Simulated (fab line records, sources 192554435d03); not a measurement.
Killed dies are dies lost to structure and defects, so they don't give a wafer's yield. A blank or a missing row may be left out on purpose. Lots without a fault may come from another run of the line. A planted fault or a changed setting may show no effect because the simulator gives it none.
Which tool did it? | flow n5_finfet | 10 lots, 27 wafers sampled, at 3 steps of a route of 1938

WHAT THE GAUGES READ, wafer by wafer
N5_BEOL_M4_RC_MEAS_101.
lot  | measured     | on        | VT_P (mV)
L187 | day 9 06:28  | prober-01 | -252.0 -247.5 -249.4
L188 | day 9 10:19  | prober-01 | -247.6 -254.1 -251.3
L189 | day 10 06:00 | prober-02 | -248.9 -248.0 -248.4
L190 | day 9 12:20  | prober-01 | -249.8 -252.2 -253.3
L192 | day 10 07:53 | prober-01 | -251.3 -246.9 -251.6
L194 | day 10 18:31 | prober-02 | -254.0 -278.8
L197 | day 11 17:06 | prober-02 | -252.8
L202 | day 12 16:17 | prober-01 | -249.8 -247.9 -247.1
L206 | day 13 23:07 | prober-02 | -251.0 -251.1 -252.2
L208 | day 14 05:38 | prober-01 | -249.6 -250.2 -252.1

WHICH TOOL RAN EACH LOT (tool, then ch and the chambers of the sampled wafers, then the start)
lot  | N5_HKMG_FIN_ALD_74              | N5_BEOL_M4_SPUTTER_96
L187 | ald_hk-01 ch 0,3, day 3 20:32   | pvd_sputter-02, day 9 05:13
L188 | ald_hk-02 ch 0,1,3, day 4 03:52 | pvd_sputter-02, day 9 09:03
L189 | ald_hk-03 ch 0,2,3, day 4 11:41 | pvd_sputter-02, day 10 04:54
L190 | ald_hk-01 ch 1,2,3, day 4 16:27 | pvd_sputter-02, day 9 10:56
L192 | ald_hk-01 ch 0,1,2, day 5 07:03 | pvd_sputter-01, day 10 06:32
L194 | ald_hk-01 ch 2,3, day 5 16:44   | pvd_sputter-02, day 10 17:16
L197 | ald_hk-01 ch 0, day 6 08:58     | pvd_sputter-01, day 11 15:50
L202 | ald_hk-03 ch 0,1,3, day 7 18:03 | pvd_sputter-02, day 12 15:01
L206 | ald_hk-01 ch 0,2,3, day 8 17:53 | pvd_sputter-03, day 13 21:52
L208 | ald_hk-03 ch 1,2, day 9 06:59   | pvd_sputter-01, day 14 04:23
- N5_HKMG_FIN_ALD_74: deposits La2O3, target thk 0.5 nm, pulse time 6 s, co reactant pulse time 1 s.
- N5_BEOL_M4_SPUTTER_96: material Cu, target thk 4.5 nm, time 8.29 s.

THE ANSWER, worked out from the rows above alone
Rule: what is usual is taken from the lots themselves. Put in order of their means at a reading, lots are off if they are a third of the lots or fewer, leave a main group of 4 or more, and stand apart from it by a gap of 3 or more times the standard deviation of the main group's means; of several such gaps the widest counts. A main group whose means are all the same, to the digits that the tables above print for the reading, isn't used. A lot without any number at a reading at which 4 lots or more have one is off too. The other lots that the step has rows for count as sound.
Off: L194, at N5_BEOL_M4_RC_MEAS_101 (VT_P). The main group: mean -250.4 mV, standard deviation 1.4.
A tool fits if, at a process step before that reading, it ran every lot that is off, and no sound lot after the first of them. The gauges at N5_BEOL_M4_RC_MEAS_101 are tried like those tools. None of those tried fits.

WHAT THE SIMULATOR HAD PUT IN
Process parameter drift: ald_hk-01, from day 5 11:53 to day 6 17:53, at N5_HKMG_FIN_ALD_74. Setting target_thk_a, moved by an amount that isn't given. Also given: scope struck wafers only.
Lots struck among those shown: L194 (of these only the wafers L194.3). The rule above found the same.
